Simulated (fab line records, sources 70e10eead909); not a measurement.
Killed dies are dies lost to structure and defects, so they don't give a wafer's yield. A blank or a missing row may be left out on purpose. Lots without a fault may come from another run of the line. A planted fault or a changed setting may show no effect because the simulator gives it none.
Problem report in the 8D (eight disciplines) form, filled by code | flow nand_harc | the parts of the form that need people (team, actions taken, sign-off) are left out

1. THE PROBLEM
run_length_s at NHARC_A_BLC_ETCH_17 reads a mean of 589.2 s on 6 wafers of 2 lots; wafers without a fault read 630.5 s with a standard deviation of 0.44. That is -94 standard deviations from the usual mean.
The step: etches the open film in N2/H2, target depth 390 nm, time 609.38 s.
First seen on wafer L590.1, day 27 20:16, on rie_diel-13. The record holds 36 wafers of 12 lots with a number at this step. Rule for "out", or "out of limits": more than 4 standard deviations from the usual mean. The other wafers with a number count as sound.

2. WHAT IT IS AND WHAT IT IS NOT
question                    | is                     | is not
which readings at this step | run_length_s           | drypump_motor_current_A, rf_vpp_V, showerhead_plenum_p_Torr, throttle_valve_pct
which lots                  | L590, L592             | L580, L582, L583, L594, L595, L597, L598, L600, L601, L602
which wafers of those lots  | all that have a number | -
read on which tools         | rie_diel-13            | rie_diel-02, rie_diel-06
when                        | from day 27 20:16      | up to then (9 sound wafers); but 21 sound wafers of L594, L595, L597, L598, L600, L601, L602 came after

3. SUSPECTS, AND WHAT RULES EACH OUT
Counting: a tool at a process step up to the reading stays a suspect if it ran every lot that is out and no sound lot after the first of them.
- rie_diel-13 at NHARC_A_BLC_DESCUM_15 (chemistry O2, time 3 s): ruled out as a lasting fault. Sound lots L595, L598, L601, L602 ran on it after its first lot that is out, L590 (day 27 20:03).
- rie_diel-13 at NHARC_A_BLC_ETCH_17 (etches the open film in N2/H2, target depth 390 nm, time 609.38 s): ruled out as a lasting fault. Sound lots L598, L601, L602 ran on it after its first lot that is out, L590 (day 27 20:16).
Left after counting: nothing in the record.

4. THE CAUSE (what the simulator had put in)
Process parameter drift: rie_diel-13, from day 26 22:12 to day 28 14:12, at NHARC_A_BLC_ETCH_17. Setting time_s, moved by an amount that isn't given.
Counting ruled it out, wrongly.

5. THE CHAIN OF EFFECTS, in route order
Each row: a reading whose mean over the struck wafers that have a number lies more than 3 standard deviations from the usual. Only readings for which the record gives a usual standard deviation are gone through. hours: the time from each lot's start at the first step in this table that gives one to its start at this step, as a median over the lots. sigmas: the change in usual standard deviations.
hours | step                | reading      | usual   | on struck wafers | change | sigmas
0     | NHARC_A_BLC_ETCH_17 | run_length_s | 630.5 s | 589.2            | -41.3  | -94
The process steps in it:
- NHARC_A_BLC_ETCH_17: etches the open film in N2/H2, target depth 390 nm, time 609.38 s.
Later measuring or inspecting steps at which every struck wafer that the step has a row for has a number for every such reading, and none has moved that far: NHARC_A_BLC_CD_MEAS_19.

6. WHAT WOULD HAVE CAUGHT IT SOONER
In this record the first reading out of limits was taken at day 27 20:16, 22 hours after the fault began at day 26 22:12.
